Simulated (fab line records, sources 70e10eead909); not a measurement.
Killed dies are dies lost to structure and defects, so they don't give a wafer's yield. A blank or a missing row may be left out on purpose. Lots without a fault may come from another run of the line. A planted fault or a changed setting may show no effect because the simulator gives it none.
fab line records | flow nand_harc
record lots=24 wafers=72 last_day=34
route steps=1302 shown P_BONDPAD@367 A_ZERO_WELL@412 A_ONON_D1@433 A_CHANNEL_HOLE_D1@469 A_CHANNEL_FILL_D1@508
lots that met no fault: from a run of the same line without faults
start_h: hours from the record's first day to the start of the lot's first wafer shown | wait_h: hours since the lot's step before | " the same as in the row above | L1.1+2: a row that stands for several wafers | - no value, or no start given | * or withheld: withheld | < > ~ a bound
route shown NAME@n: a module of which the file shows steps, and the number in the route of the first | usual: mean/standard deviation of fault-free wafers | same: alike in all rows | chamber/n: place in a boat | sites: the reading at each site | _std_site: their standard deviation | _edge_site: outer sites' mean less inner sites' | radius_mm: how far each site lies from the wafer's centre | mask NAME#n: copy n | behind: the tool/chamber that last shaped the wafer | hold: why the lot was held/for how many hours/how that ended | device: the transistor (n, p or np) that didn't switch | end of line: the same wafers' tests at the end of the route | a step without rows: its recipe alone | killed: dies lost to structure and defects at the first sort, not the wafer's yield | map: a wafer's dies, x killed, . not, _ none there
set.NAME: the setting as run; set.NAME@STEP: as run at that earlier step | model.NAME: the simulator's own value behind a step, which no gauge read
steps of the route over a sample of lots; a table a step, a row a wafer
services: from which hour (start_h, from the record's first day; less than 0 if before it) a tool's chamber was out of use, for how many hours, and why
## steps
# step NHARC_P_BONDPAD_DESCUM_11
# recipe time_s=3 o2_flow_sccm=200 ar_flow_sccm=0 bias_power_w=0 chemistry=O2
# usual drypump_motor_current_A=5.6/0.46 mfc_ar_sccm=0.0007/0.0022 oes_product_au=1.000/0.012 rf_vpp_V=57.7/0.87 showerhead_plenum_p_Torr=1.90/0.076 throttle_valve_pct=11.313/0.0087
# columns lot.wafer tool chamber start_h wait_h drypump_motor_current_A mfc_ar_sccm oes_product_au rf_hours_counter_h rf_vpp_V showerhead_plenum_p_Torr throttle_valve_pct
L074.4 rie_diel-10 2 134.45 - 5.4 0 0.986 3.5 59.7 1.90 11.307
L074.2 " 3 " " 5.6 0 1.010 4.6 58.0 1.81 11.305
L074.5 " 1 " " 5.5 0 1.017 - 59.0 2.01 11.319
L075.4 rie_diel-11 3 147.12 - 6.0 0 0.987 0.9 58.0 1.85 11.307
L075.2 " 0 " " 5.5 0 1.020 0.9 58.3 1.85 11.307
L075.5 " 2 " " 5.0 0 1.004 - 56.7 1.90 11.308
L076.1 rie_diel-06 1 155.16 - 5.8 0 1.002 0.7 58.5 1.83 11.319
L076.2 " 0 " " 4.7 0 0.998 0.4 58.6 1.85 11.307
L076.6 " 2 " " 5.5 0 1.014 - 57.5 1.84 11.324
L077.4 rie_diel-10 3 167.30 - 5.6 0 1.018 7.1 56.1 1.81 11.311
L077.1 " 2 " " 5.4 0 0.998 5.8 57.3 1.90 11.307
L077.6 " 3 " " 5.6 0 1.018 - 58.5 1.81 11.301
L078.1 rie_diel-11 0 167.92 - 5.4 0 1.014 1.8 57.6 1.85 11.323
L078.3 " 3 " " 6.0 0 1.005 1.9 56.6 1.85 11.333
L078.5 " 1 " " 6.4 0.0073 1.011 - 57.9 2.03 11.319
L079.4 rie_diel-06 0 182.95 - 4.8 0 0.975 2.9 56.7 1.85 11.315
L079.5 " 3 " " 6.2 0 0.985 - 56.9 1.88 11.299
L079.6 " 0 " " 4.7 0 0.980 - 57.1 1.85 11.316
L080.2 rie_diel-10 3 197.55 - 5.6 0 1.019 7.8 58.3 1.81 11.303
L080.4 " 2 " " 5.4 0 1.001 6.4 57.8 1.90 11.306
L080.5 " 3 " " 5.6 0 1.010 - 56.7 1.81 11.313
L081.2 rie_diel-11 1 203.72 - 6.4 0.0073 0.995 2.6 59.4 2.03 11.315
L081.4 " 3 " " 6.0 0 0.989 2.4 57.4 1.85 11.308
L081.5 " 1 " " 6.4 0.0073 0.996 - 57.4 2.03 11.310
L082.1 rie_diel-06 0 216.56 - 4.7 0 0.989 4.9 57.3 1.85 11.322
L082.3 " 1 " " 5.7 0 0.991 4.6 57.3 1.83 11.314
L082.4 " 2 " " 5.5 0 1.009 4.9 58.5 1.84 11.307
L083.3 rie_diel-11 3 229.35 - 6.0 0 0.993 2.9 57.8 1.85 11.322
L083.2 " 0 " " 5.5 0 1.007 3.0 56.6 1.85 11.303
L083.4 " 1 " " 6.4 0.0073 1.005 3.2 59.2 2.03 11.328
L084.3 rie_diel-10 0 237.48 - 6.0 0 1.010 9.0 58.7 2.03 11.313
L084.4 " 1 " " 5.5 0 1.009 9.1 58.0 2.01 11.324
L084.5 " 3 " " 5.6 0 1.011 - 57.2 1.81 11.298
L085.1 rie_diel-11 2 242.09 - 5.1 0 0.996 3.6 58.0 1.90 11.317
L085.2 " 0 " " 5.4 0 1.017 3.8 56.1 1.85 11.306
L085.6 " 1 " " 6.4 0.0073 1.001 - 59.2 2.03 11.319
L086.3 rie_diel-06 1 256.17 - 5.7 0 1.004 6.5 57.1 1.83 11.321
L086.6 " 2 " " 5.5 0 1.006 - 57.5 1.83 11.317
L086.5 " 3 " " 6.2 0 0.989 - 57.3 1.88 11.325
L087.2 rie_diel-06 0 260.25 - 4.7 0 0.982 6.8 57.0 1.85 11.310
L087.4 " 1 " " 5.8 0 1.000 6.7 57.9 1.83 11.313
L087.6 " 2 " " 5.4 0 1.003 - 57.6 1.83 11.315
L088.2 rie_diel-06 2 275.38 - 5.5 0 1.003 7.2 57.6 1.83 11.298
L088.3 " 3 " " 6.1 0 0.978 7.2 57.8 1.88 11.289
L088.4 " 2 " " 5.5 0 1.003 - 57.1 1.83 11.316
L089.3 rie_diel-06 0 282.04 - 4.7 0 0.984 7.5 57.1 1.85 11.308
L089.4 " 1 " " 5.7 0 1.004 7.3 58.2 1.83 11.307
L089.6 " 0 " " 4.7 0 0.982 - 57.9 1.85 11.327
L090.4 rie_diel-11 2 297.27 - 5.0 0 0.999 0.8 58.0 1.90 11.308
L090.5 " 1 " " 6.4 0.0073 0.999 - 58.1 2.03 11.321
L090.6 " 2 " " 5.1 0 1.000 - 57.3 1.90 11.323
L091.3 rie_diel-10 1 308.53 - 5.5 0 1.018 3.3 58.4 2.01 11.302
L091.1 " 2 " " 5.4 0 0.999 4.1 57.0 1.89 11.309
L091.5 " 0 " " 6.0 0 0.996 - 57.8 2.02 11.325
L092.1 rie_diel-10 3 309.38 - 5.6 0 0.998 4.5 57.2 1.81 11.318
L092.4 " 0 " " 6.0 0 0.996 3.7 58.2 2.02 11.306
L092.5 " 3 " " 5.6 0 1.012 - 56.0 1.81 11.294
L093.4 rie_diel-11 1 323.40 - 6.4 0.0073 0.994 1.5 58.0 2.03 11.311
L093.2 " 2 " " 5.0 0 0.997 1.4 57.5 1.90 11.312
L093.5 " 1 " " 6.4 0.0073 1.016 - 58.7 2.03 11.289
L094.2 rie_diel-11 2 340.72 - 5.1 0 1.007 1.6 57.4 1.90 11.327
L094.4 " 3 " " 6.0 0 0.996 1.6 57.9 1.85 11.314
L094.5 " 3 " " 6.0 0 0.998 - 57.7 1.85 11.301
L095.4 rie_diel-06 1 342.56 - 5.7 0 0.982 1.9 57.6 1.83 11.336
L095.5 " 1 " " 5.7 0 0.990 - 59.3 1.83 11.312
L095.6 " 2 " " 5.5 0 1.008 - 56.7 1.83 11.320
L096.4 rie_diel-10 0 353.91 - 6.0 0 0.998 7.8 59.0 2.02 11.312
L096.2 " 2 " " 5.4 0 0.997 6.8 59.1 1.89 11.315
L096.5 " 1 " " 5.4 0 1.021 - 59.1 2.01 11.312
L097.1 rie_diel-11 3 365.88 - 5.9 0 0.990 2.0 58.1 1.85 11.326
L097.2 " 0 " " 5.4 0 1.015 2.2 57.2 1.85 11.319
L097.5 " 3 " " 6.0 0 0.994 - 57.9 1.85 11.325
# step NHARC_P_BONDPAD_PVD_27
# recipe target_thk_a=300 chamber_pressure_pa=5 power_w=5000 substrate_temp_c=30 time_s=20.49 material=Cu
# usual throttle_valve_pct=29.6/0.84
# columns lot.wafer tool chamber start_h wait_h throttle_valve_pct
L074.4 pvd_sputter-02 - - - 30.9
L074.2 " - " " 29.6
L074.5 " - " " 30.9
L075.2 pvd_sputter-02 - - - 30.8
L075.4 " - " " 29.4
L075.5 " - " " 30.1
L076.2 pvd_sputter-02 - - - 30.7
L076.1 " - " " 28.6
L076.6 " - " " 31.0
L077.4 pvd_sputter-01 - - - 29.6
L077.1 " - " " 29.2
L077.6 " - " " 28.6
L078.3 pvd_sputter-03 - - - 29.5
L078.1 " - " " 29.0
L078.5 " - " " 29.4
L079.4 pvd_sputter-01 - - - 29.5
L079.6 " - " " 28.2
L079.5 " - " " 29.2
L080.4 pvd_sputter-03 - - - 30.3
L080.2 " - " " 29.4
L080.5 " - " " 30.2
L081.4 pvd_sputter-01 - - - 28.4
L081.2 " - " " 28.6
L081.5 " - " " 29.5
L082.1 pvd_sputter-02 - - - 30.2
L082.4 " - " " 28.9
L082.3 " - " " 31.1
L083.3 pvd_sputter-02 - - - 29.4
L083.2 " - " " 29.1
L083.4 " - " " 30.9
L084.3 pvd_sputter-02 - - - 30.4
L084.4 " - " " 29.1
L084.5 " - " " 30.3
L085.2 pvd_sputter-02 - - - 30.0
L085.1 " - " " 29.7
L085.6 " - " " 30.3
L086.3 pvd_sputter-03 - - - 29.9
L086.6 " - " " 29.3
L086.5 " - " " 30.5
L087.4 pvd_sputter-03 - - - 29.5
L087.2 " - " " 30.4
L087.6 " - " " 30.2
L088.2 pvd_sputter-02 - - - 30.8
L088.4 " - " " 29.4
L088.3 " - " " 29.1
L089.4 pvd_sputter-01 - - - 28.4
L089.3 " - " " 29.3
L089.6 " - " " 28.5
L090.4 pvd_sputter-03 - - - 29.6
L090.6 " - " " 30.2
L090.5 " - " " 30.4
L091.1 pvd_sputter-01 - - - 29.6
L091.3 " - " " 28.6
L091.5 " - " " 28.3
L092.1 pvd_sputter-02 - - - 29.4
L092.4 " - " " 29.8
L092.5 " - " " 29.1
L093.4 pvd_sputter-03 - - - 30.0
L093.2 " - " " 30.2
L093.5 " - " " 30.4
L094.2 pvd_sputter-03 - - - 30.2
L094.4 " - " " 29.4
L094.5 " - " " 29.9
L095.4 pvd_sputter-01 - - - 29.5
L095.5 " - " " 28.1
L095.6 " - " " 29.5
L096.4 pvd_sputter-01 - - - 28.0
L096.2 " - " " 29.6
L096.5 " - " " 28.3
L097.2 pvd_sputter-01 - - - 27.9
L097.1 " - " " 28.0
L097.5 " - " " 28.0
# step NHARC_A_ZERO_WELL_INSPECT_17
# usual raw_defect_count=12/5.9
# columns lot.wafer tool chamber start_h wait_h raw_defect_count
L074.2 defect_inspect-02 - 139.93 0.1 14
L074.4 " - " " 8
L074.5 " - " " 16
L075.2 defect_inspect-02 - 152.91 0.1 7
L075.4 " - " " 13
L075.5 " - " " 8
L076.1 defect_inspect-01 - 160.70 0.2 14
L076.2 " - " " 19
L076.6 " - " " 15
L077.1 defect_inspect-02 - 172.50 0.2 28
L077.4 " - " " 14
L077.6 " - " " 13
L078.1 defect_inspect-01 - 173.14 0.2 11
L078.3 " - " " 9
L078.5 " - " " 19
L079.4 defect_inspect-01 - 188.27 0.1 11
L079.5 " - " " 6
L079.6 " - " " 8
L080.2 defect_inspect-01 - 202.91 0.1 6
L080.4 " - " " 8
L080.5 " - " " 15
L081.2 defect_inspect-01 - 209.04 0.1 10
L081.4 " - " " 13
L081.5 " - " " 14
L082.1 defect_inspect-02 - 221.87 0.2 13
L082.3 " - " " 15
L082.4 " - " " 19
L083.2 defect_inspect-01 - 234.84 0.1 11
L083.3 " - " " 6
L083.4 " - " " 21
L084.3 defect_inspect-02 - 242.83 0.1 6
L084.4 " - " " 10
L084.5 " - " " 10
L085.1 defect_inspect-01 - 247.42 0.2 7
L085.2 " - " " 14
L085.6 " - " " 18
L086.3 defect_inspect-02 - 261.46 0.1 10
L086.5 " - " " 22
L086.6 " - " " 8
L087.2 defect_inspect-01 - 265.41 0.1 18
L087.4 " - " " 8
L087.6 " - " " 9
L088.2 defect_inspect-01 - 280.76 0.1 6
L088.3 " - " " 7
L088.4 " - " " 9
L089.3 defect_inspect-02 - 287.25 0.1 9
L089.4 " - " " 12
L089.6 " - " " 11
L090.4 defect_inspect-02 - 302.67 0.1 2
L090.5 " - " " 14
L090.6 " - " " 6
L091.1 defect_inspect-01 - 313.85 0.2 19
L091.3 " - " " 17
L091.5 " - " " 20
L092.1 defect_inspect-01 - 314.72 0.2 5
L092.4 " - " " 27
L092.5 " - " " 14
L093.2 defect_inspect-02 - 328.64 0.1 4
L093.4 " - " " 20
L093.5 " - " " 9
L094.2 defect_inspect-02 - 347.26 0.1 8
L094.4 " - " " 9
L094.5 " - " " 16
L095.4 defect_inspect-02 - 347.95 0.1 18
L095.5 " - " " 15
L095.6 " - " " 18
L096.2 defect_inspect-02 - 359.13 0.1 7
L096.4 " - " " 13
L096.5 " - " " 18
L097.1 defect_inspect-02 - 371.05 0.2 8
L097.2 " - " " 6
L097.5 " - " " 16
# step NHARC_A_ONON_D1_THK_MEAS_14
# recipe thk_meas_gauge=ellipsometry
# usual thk_nm=1001/9.4
# columns lot.wafer tool chamber start_h wait_h thk_nm
L074.2 film_metro-01 - 162.21 - 994
L074.4 " - " " 994
L074.5 " - " " 995
L075.2 film_metro-01 - 175.63 - 1013
L075.4 " - " " 1010
L075.5 " - " " 1014
L076.1 film_metro-02 - 183.94 - 998
L076.2 " - " " 995
L076.6 " - " " 997
L077.1 film_metro-02 - 195.08 - 1010
L077.4 " - " " 1012
L077.6 " - " " 1011
L078.1 film_metro-02 - 195.26 - 999
L078.3 " - " " 1000
L078.5 " - " " 1000
L079.4 film_metro-01 - 211.58 - 1008
L079.5 " - " " 1008
L079.6 " - " " 1008
L080.2 film_metro-02 - 228.23 - 1008
L080.4 " - " " 1008
L080.5 " - " " 1011
L081.2 film_metro-02 - 235.66 - 1008
L081.4 " - " " 1007
L081.5 " - " " 1009
L082.1 film_metro-02 - 245.42 - 999
L082.3 " - " " 997
L082.4 " - " " 996
L083.2 film_metro-02 - 258.76 - 1003
L083.3 " - " " 1003
L083.4 " - " " 1002
L084.3 film_metro-02 - 265.00 - 1008
L084.4 " - " " 1008
L084.5 " - " " 1011
L085.1 film_metro-02 - 270.19 - 990
L085.2 " - " " 991
L085.6 " - " " 991
L086.3 film_metro-01 - 284.18 - 996
L086.5 " - " " 996
L086.6 " - " " 997
L087.2 film_metro-02 - 290.75 - 997
L087.4 " - " " 997
L087.6 " - " " 997
L088.2 film_metro-01 - 306.54 - 1013
L088.3 " - " " 1013
L088.4 " - " " 1012
L089.3 film_metro-02 - 310.13 - 985
L089.4 " - " " 984
L089.6 " - " " 984
L090.4 film_metro-01 - 330.34 - 999
L090.5 " - " " 1000
L090.6 " - " " 1000
L092.1 film_metro-01 - 339.40 - 1003
L092.4 " - " " 1001
L092.5 " - " " 1003
L091.1 film_metro-02 - 339.40 - 1007
L091.3 " - " " 1004
L091.5 " - " " 1008
L093.2 film_metro-01 - 353.69 - 995
L093.4 " - " " 993
L093.5 " - " " 995
L095.4 film_metro-02 - 371.28 - 999
L095.5 " - " " 1001
L095.6 " - " " 999
L094.2 film_metro-01 - 371.30 - 978
L094.4 " - " " 981
L094.5 " - " " 980
L096.2 film_metro-01 - 384.07 - 988
L096.4 " - " " 990
L096.5 " - " " 990
L097.1 film_metro-02 - 396.73 - 1019
L097.2 " - " " 1019
L097.5 " - " " 1019
# step NHARC_A_CHANNEL_HOLE_D1_ETCH_16
# recipe target_depth_a=31000 over_etch_frac=0.3 time_s=806 ion_energy_ev=150 o2_flow_sccm=400 cos_flow_sccm=20 ar_flow_sccm=0 rf_w=500 bias_w=300 chemistry=O2/COS
# usual drypump_motor_current_A=5.8/0.32 mfc_ar_sccm=0.009/0.012 oes_product_au=0.998/0.0089 rf_vpp_V=314.3/1.6 showerhead_plenum_p_Torr=3.12/0.098 throttle_valve_pct=28.330/0.0091
# columns lot.wafer tool chamber start_h wait_h drypump_motor_current_A mfc_ar_sccm oes_product_au rf_hours_counter_h rf_vpp_V showerhead_plenum_p_Torr throttle_valve_pct
L074.4 rie_diel-05 3 - - 5.2 0 1.007 38 316.0 3.17 28.329
L074.2 " 1 " " 6.2 0.015 0.974 35 316.2 3.28 28.322
L074.5 " 2 " " 5.8 0.006 1.002 - 314.9 3.07 28.331
L075.4 rie_diel-13 1 - - 5.6 0 0.992 2 312.3 3.01 28.357
L075.2 " 2 " " 5.8 0.010 0.990 2 315.8 3.23 28.326
L075.5 " 1 " " 5.6 0 1.001 - 313.9 3.01 28.327
L076.1 rie_diel-13 3 - - 5.7 0.034 0.987 3 312.1 3.09 28.329
L076.2 " 0 " " 6.0 0 1.001 3 316.0 3.21 28.350
L076.6 " 2 " " 5.8 0.010 0.998 - 316.3 3.22 28.338
L077.1 rie_diel-13 2 - - 5.8 0.010 1.000 4 316.7 3.22 28.328
L077.6 " 1 " " 5.7 0 1.007 - 312.8 3.01 28.336
L077.4 " 2 " " 5.8 0.010 0.999 - 315.6 3.22 28.325
L078.1 rie_diel-13 1 - - 5.6 0 1.001 5 312.4 3.01 28.327
L078.3 " 3 " " 5.7 0.034 0.986 4 314.3 3.09 28.331
L078.5 " 2 " " 5.8 0.010 0.991 - 317.4 3.22 28.336
L079.4 rie_diel-05 1 - - 6.2 0.015 0.997 52 317.4 3.27 28.329
L079.6 " 1 " " 6.2 0.015 0.988 - 315.3 3.27 28.337
L079.5 " 2 " " 5.9 0.006 1.008 - 314.8 3.06 28.332
L080.2 rie_diel-13 1 - - 5.6 0 1.003 8 311.6 3.01 28.337
L080.4 " 2 " " 5.8 0.010 1.011 8 316.4 3.22 28.318
L080.5 " 2 " " 5.8 0.010 1.011 - 316.0 3.22 28.337
L081.2 rie_diel-13 1 - - 5.6 0 0.989 9 312.7 3.01 28.327
L081.4 " 0 " " 6.1 0 0.984 4 315.9 3.21 28.334
L081.5 " 1 " " 5.6 0 0.998 - 313.4 3.01 28.316
L082.3 rie_diel-13 3 - - 5.7 0.034 0.998 9 314.7 3.09 28.326
L082.1 " 1 " " 5.6 0 1.003 10 312.1 3.01 28.327
L082.4 " 2 " " 5.8 0.010 0.999 10 317.4 3.22 28.335
L083.4 rie_diel-13 1 - - 5.6 0 1.012 11 311.8 3.01 28.334
L083.2 " 2 " " 5.8 0.010 1.019 11 315.6 3.22 28.337
L083.3 " 3 " " 5.7 0.034 0.996 10 313.9 3.09 28.326
L084.4 rie_diel-05 2 - - 5.8 0.006 0.999 6 314.0 3.06 28.331
L084.3 " 3 " " 5.2 0 0.993 6 316.1 3.16 28.309
L084.5 " 0 " " 6.7 0 1.019 - 311.4 2.93 28.322
L085.1 rie_diel-05 3 - - 5.2 0 0.978 7 314.5 3.16 28.329
L085.2 " 1 " " 6.2 0.015 0.989 8 315.9 3.26 28.329
L085.6 " 3 " " 5.2 0 0.993 - 315.4 3.16 28.321
L086.3 rie_diel-13 3 - - 5.7 0.034 0.992 12 313.5 3.09 28.331
L086.5 " 3 " " 5.7 0.034 0.988 - 313.8 3.09 28.341
L086.6 " 0 " " 6.0 0 0.990 - 316.4 3.20 28.337
L087.4 rie_diel-13 2 - - 5.8 0.010 1.009 13 315.7 3.22 28.338
L087.2 " 3 " " 5.7 0.034 0.996 13 315.4 3.09 28.329
L087.6 " 2 " " 5.8 0.010 1.009 - 316.3 3.22 28.331
L088.2 rie_diel-13 2 - - 5.8 0.010 1.005 14 316.1 3.22 28.348
L088.3 " 3 " " 5.7 0.034 0.998 14 313.5 3.09 28.320
L088.4 " 3 " " 5.7 0.034 1.003 - 314.7 3.09 28.320
L089.3 rie_diel-13 2 - - 5.8 0.010 1.000 15 314.8 3.22 28.333
L089.6 " 2 " " 5.8 0.010 1.010 - 315.1 3.22 28.338
L089.4 " 3 " " 5.7 0.034 0.999 - 314.3 3.09 28.347
L090.4 rie_diel-05 0 - - 6.7 0 1.009 24 310.5 2.92 28.348
L090.5 " 3 " " 5.2 0 0.998 - 314.3 3.15 28.342
L090.6 " 0 " " 6.8 0 1.020 - 313.2 2.92 28.325
L091.1 rie_diel-13 0 - - 6.0 0 1.005 1 315.9 3.20 28.335
L091.3 " 1 " " 5.6 0 0.991 1 312.4 3.01 28.327
L091.5 " 1 " " 5.6 0 0.996 - 312.3 3.01 28.306
L092.4 rie_diel-13 0 - - 6.0 0 0.996 1 314.7 3.20 28.322
L092.1 " 1 " " 5.6 0 0.986 1 312.4 3.01 28.325
L092.5 " 3 " " 5.7 0.034 0.991 - 314.8 3.08 28.325
L093.2 rie_diel-02 1 - - 6.0 0.006 1.006 53 313.2 3.02 28.327
L093.4 " 0 " " 5.6 0 1.007 53 315.1 3.19 28.326
L093.5 " 1 " " 6.0 0.006 0.995 - 313.2 3.02 28.341
L094.4 rie_diel-13 3 - - 5.7 0.034 0.990 2 313.6 3.08 28.328
L094.2 " 2 " " 5.8 0.010 0.983 2 316.4 3.22 28.326
L094.5 " 0 " " 6.0 0 0.991 - 314.3 3.20 28.322
L095.4 rie_diel-02 3 - - 6.1 0.010 1.003 56 314.0 3.10 28.318
L095.6 " 3 " " 6.2 0.010 1.001 - 313.4 3.10 28.325
L095.5 " 0 " " 5.6 0 0.982 - 315.9 3.19 28.334
L096.2 rie_diel-05 3 - - 5.2 0 0.996 40 314.3 3.14 28.325
L096.4 " 1 " " 6.2 0.015 0.996 49 315.7 3.24 28.345
L096.5 " 2 " " 5.8 0.006 1.005 - 314.5 3.04 28.329
L097.2 rie_diel-13 3 - - 5.7 0.034 0.990 5 314.7 3.08 28.336
L097.1 " 1 " " 5.6 0 0.984 4 313.2 3.01 28.336
L097.5 " 3 " " 5.7 0.034 0.987 - 313.6 3.08 28.351
# step NHARC_A_CHANNEL_FILL_D1_ETCHBACK_08
# recipe target_depth_a=2200 time_s=110 c4f8_flow_sccm=20 ar_flow_sccm=withheld rf_w=600 bias_w=300 chemistry=C4F8
# usual oes_product_au=0.95/0.034 rf_vpp_V=440/3.1
# columns lot.wafer tool chamber start_h wait_h oes_product_au rf_hours_counter_h rf_vpp_V
L074.4 rie_diel-09 1 - - 0.92 3.7 440
L074.2 " 2 " " 0.91 2.7 438
L074.5 " 3 " " 0.91 - 441
L075.4 rie_diel-12 3 - - 0.92 7.0 444
L075.2 " 0 " " 0.94 7.0 437
L075.5 " 2 " " 0.92 - 443
L076.2 rie_diel-09 3 - - 0.98 5.5 441
L076.1 " 2 " " 0.98 5.2 436
L076.6 " 0 " " 0.98 - 444
L077.4 rie_diel-12 0 - - 0.93 7.8 437
L077.1 " 2 " " 0.93 7.7 443
L077.6 " 0 " " 0.93 - 436
L078.1 rie_diel-07 3 - - 0.92 8.5 437
L078.3 " 0 " " 0.93 8.9 438
L078.5 " 0 " " 0.93 - 438
L079.4 rie_diel-09 0 - - 0.92 8.0 445
L079.6 " 3 " " 0.92 - 441
L079.5 " 0 " " 0.93 - 445
L080.2 rie_diel-12 2 - - 1.00 0.4 443
L080.4 " 3 " " 0.98 0.6 445
L080.5 " 1 " " 1.00 - 443
L082.4 rie_diel-09 0 - - 0.92 9.9 445
L082.1 " 2 " " 0.92 8.0 437
L082.3 " 3 " " 0.92 8.5 440
L081.2 rie_diel-12 2 - - 1.00 1.1 442
L081.4 " 3 " " 0.97 1.3 445
L081.5 " 2 " " 1.00 - 444
L083.4 rie_diel-12 1 - - 0.91 2.4 442
L083.3 " 2 " " 0.92 2.5 442
L083.2 " 0 " " 0.94 2.8 437
L085.2 rie_diel-12 1 - - 0.92 2.6 439
L085.1 " 2 " " 0.93 2.8 443
L085.6 " 1 " " 0.92 - 443
L084.3 rie_diel-07 2 - - 0.95 1.7 437
L084.4 " 3 " " 0.95 1.7 438
L084.5 " 0 " " 0.97 - 437
L086.3 rie_diel-12 1 - - 0.91 3.3 441
L086.5 " 2 " " 0.94 - 442
L086.6 " 3 " " 0.92 - 445
L087.4 rie_diel-12 3 - - 1.00 4.5 444
L087.2 " 0 " " 1.02 4.3 437
L087.6 " 1 " " 1.01 - 442
L088.2 rie_diel-07 3 - - 0.99 4.1 437
L088.4 " 0 " " 0.99 4.3 436
L088.3 " 2 " " 0.99 4.8 436
L089.4 rie_diel-09 1 - - 0.94 3.4 439
L089.3 " 2 " " 0.92 5.0 438
L089.6 " 3 " " 0.93 - 442
L090.4 rie_diel-12 2 - - 0.99 5.9 443
L090.5 " 2 " " 0.99 - 443
L090.6 " 3 " " 0.98 - 445
L092.4 rie_diel-12 0 - - 0.93 5.9 436
L092.1 " 1 " " 0.92 5.0 442
L092.5 " 3 " " 0.92 - 445
L091.3 rie_diel-07 2 - - 0.91 7.0 436
L091.1 " 1 " " 0.93 5.8 438
L091.5 " 3 " " 0.93 - 439
L093.2 rie_diel-09 0 - - 0.98 7.0 445
L093.4 " 3 " " 0.99 4.4 440
L093.5 " 0 " " 1.00 - 445
L094.2 rie_diel-12 2 - - 0.91 8.0 443
L094.4 " 3 " " 0.92 8.2 445
L094.5 " 1 " " 0.91 - 441
L095.4 rie_diel-07 0 - - 0.93 8.0 436
L095.5 " 3 " " 0.92 - 439
L095.6 " 0 " " 0.93 - 438
L096.2 rie_diel-07 3 - - 0.92 8.1 436
L096.5 " 0 " " 0.93 - 436
L096.4 " 3 " " 0.92 - 438
L097.2 rie_diel-07 1 - - 0.93 9.1 438
L097.1 " 3 " " 0.91 9.0 437
L097.5 " 0 " " 0.92 - 436
## services
# columns tool chamber start_h hours kind
rie_diel-13 - 152.17 0.8 repair
rie_diel-13 - 165.00 9.0 pm
pvd_sputter-02 - 201.16 1.2 repair
rie_diel-13 0 204.94 32.9 repair
rie_diel-11 3 206.38 4.1 repair
rie_diel-12 0 220.88 4.6 repair
rie_diel-11 1 229.85 1.9 repair
pvd_sputter-02 - 248.49 2.7 repair
rie_diel-11 2 255.20 2.8 repair
rie_diel-11 - 255.56 9.0 pm
rie_diel-12 - 268.40 9.0 pm
rie_diel-13 1 280.76 4.2 repair
pvd_sputter-02 - 282.00 10.0 pm
rie_diel-11 1 301.62 5.6 repair
rie_diel-13 - 314.57 3.4 repair
rie_diel-13 1 318.52 8.0 repair
pvd_sputter-02 - 329.88 9.7 repair
rie_diel-13 - 342.00 9.0 pm
rie_diel-11 - 368.54 2.1 repair
rie_diel-12 1 375.96 4.2 repair
rie_diel-11 - 378.12 2.4 repair
pvd_sputter-02 - 418.50 1.3 repair
rie_diel-11 2 424.65 14.1 repair
rie_diel-12 - 445.40 9.0 pm
## key
fault none
